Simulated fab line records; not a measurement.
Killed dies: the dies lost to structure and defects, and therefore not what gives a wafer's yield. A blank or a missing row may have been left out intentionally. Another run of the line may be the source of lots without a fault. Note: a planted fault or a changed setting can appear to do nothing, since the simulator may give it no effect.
Comparing a struck lot with a sound one | flow n5_finfet | 36 out of 1938 route steps
Sound: the wafers L346.3, L346.5, L346.6. Wafers struck: L342.2, L342.4, L342.6. The cause comes at the end.
Each step with rows lists, per side, the tool, then ch with its chambers, then its first start. Under that, the readings that differ: sound wafers | struck wafers | difference of the means | sigmas: that difference in standard deviations of wafers without a fault.
alike: same words and numbers on both sides, and readings whose means sit less than 2 such deviations apart. not compared: any withheld reading, any reading some wafer has no value for, any bound like >300 that may hide the same value, and any number with overlapping values for which the record gives no deviation.
Wherever a step has rows on one side only, a row that says differs or no value, or a row with sigmas, the two part there. Numbers that have no deviation but don't overlap get no sigmas and don't part them. A reading that every wafer of one side lacks parts them only if that side has two wafers or more.

first, 9 steps without rows for these wafers: N5_BEOL_M4_ANNEAL_95 (time 240 s); N5_BEOL_M4_SPUTTER_96 (material Cu, target thk 4.5 nm, time 8.29 s); N5_BEOL_M4_ECD_50 (material Cu, target thk 300 nm); N5_BEOL_M4_ANNEAL_51 (time 90 s); N5_BEOL_M4_CMP_52 (polishes, stops on SiOC, t overpolish 6.8 s, target thk 40 nm); N5_BEOL_M4_PRE_CLEAN_60 (time 15 s); N5_BEOL_M4_CO_CAP_55 (material Co, precursor CCTBA/H2, target thk 2 nm, time 102.1 s); N5_BEOL_M4_PRE_CLEAN_56 (time 15 s); N5_BEOL_M4_DEP_57 (deposits SiCN from 3MS/NH3, target thk 8 nm, time 14 s).
N5_BEOL_M4_RC_MEAS_101:
  sound on prober-01 ch 0, day 10 22:37; struck on prober-02 ch 0, day 9 11:20
  reading       | sound          | struck         | difference | sigmas
  SS_N (mV/dec) | 72.8 71.5 72.1 | 71.0 69.5 71.3 | -1.5       | -2
  alike: DIBL_N, DIBL_P, IOFF_N, IOFF_P, ION_N, ION_P, SS_P, VT_N, VT_P
then, 24 steps without rows for these wafers: N5_BEOL_M5_ILD_DEP_00 (deposits SiCOH lowk from DEMS/porogen, target thk 140.64 nm, time 25.9 s); N5_BEOL_M5_CURE_79 (cures SiCOH lowk, time 240 s); N5_BEOL_M5_PECVD_70 (deposits SiO2 from TEOS/O2, target thk 16 nm, time 18 s); N5_BEOL_M5_HM_DEP_02 (deposits TiN, target thk 20 nm); N5_BEOL_M5_COAT_59 (time 60 s, resist thk 60 nm); N5_BEOL_M5_COAT_60 (time 60 s, resist thk 12 nm); N5_BEOL_M5_COAT_71 (time 60 s, resist thk 5 nm); N5_BEOL_M5_COAT_05 (resist thk 30 nm); N5_BEOL_M5_EBR_07; N5_BEOL_M5_SOFTBAKE_06 (time 60 s); N5_BEOL_M5_EXPOSE_08 (exposes mask M5, target cd 28 nm); N5_BEOL_M5_PEB_09 (peb time 60 s); N5_BEOL_M5_DEVELOP_10 (develop time 30 s); N5_BEOL_M5_DESCUM_16 (chemistry O2, time 7 s); N5_BEOL_M5_ETCH_72 (etches underlayer in N2/H2, target depth 6.5 nm, time 5.2 s); N5_BEOL_M5_ETCH_61 (etches SiARC in CF4, target depth 15.6 nm, time 26 s); N5_BEOL_M5_ETCH_62 (etches SOC in N2/H2, target depth 75 nm, overetch 15 nm, time 112.5 s); N5_BEOL_M5_STRIP_63 (strips in N2/H2); N5_BEOL_M5_STRIP_73 (strips in N2/H2); N5_BEOL_M5_STRIP_64 (strips in CF4); N5_BEOL_M5_HM_OPEN_17 (chemistry Cl2/BCl3, target TiN, target depth 20 nm, overetch 6 nm); N5_BEOL_M5_STRIP_19 (strips in O2); N5_BEOL_M5_COAT_65 (time 60 s, resist thk 60 nm); N5_BEOL_M5_COAT_66 (time 60 s, resist thk 12 nm).
-- here the record skips 4 days between the struck wafers' starts before and after, leaving off in module BEOL_M5 and picking up in module MIM_TOP (first step shown: number 1836 of the route) --
N5_MIM_TOP_ALD_02: deposits Al2O3, purge time 3 s, co reactant pulse time 3 s.
  sound on ald_hk-02 ch 0,3, day 14 23:00; struck on ald_hk-01 ch 0,2,3, day 13 15:00
  reading                    | sound             | struck | difference                    | sigmas
  precursor_pulse_height_rel | 0.958 0.949 1.016 | - - -  | no value on the struck wafers |
N5_PASSIVATION_PROBE_49:
  sound: prober-02 at day 15 12:12; struck: prober-02 at day 14 03:28
  reading                  | sound          | struck         | difference | sigmas
  defect_limited_yield (%) | 89.3 92.7 90.7 | 83.6 86.0 87.5 | -5.2       | -4
  killed_at_M0_to_M3       | 20 18 25       | 50 48 30       | +22        | +2
  killed_at_other          | 17 9 12        | 62 57 49       | +43        | +12
  killed_dies              | 126 86 110     | 193 165 148    | +61        | +4
  killed_on_rim            | 13 16 21       | 52 45 15       | +21        | +5
  sort_bin_5_function (%)  | 5.8 3.5 4.6    | 11.6 10.3 9.6  | +5.9       | +7
  sort_n_pass              | 1054 1094 1070 | 987 1015 1032  | -61        | -4
  sort_yield_pct (%)       | 89.3 92.7 90.7 | 83.6 86.0 87.5 | -5.2       | -4
  alike: killed_at_M4_up, killed_at_contacts, killed_at_front_end, killed_open, killed_short, sort_bin_6_memory, sort_bin_8_speed

WHERE THEY PART
Earliest at N5_BEOL_M4_RC_MEAS_101; latest, in this record, at N5_PASSIVATION_PROBE_49.

WHY: whatever the simulator had introduced
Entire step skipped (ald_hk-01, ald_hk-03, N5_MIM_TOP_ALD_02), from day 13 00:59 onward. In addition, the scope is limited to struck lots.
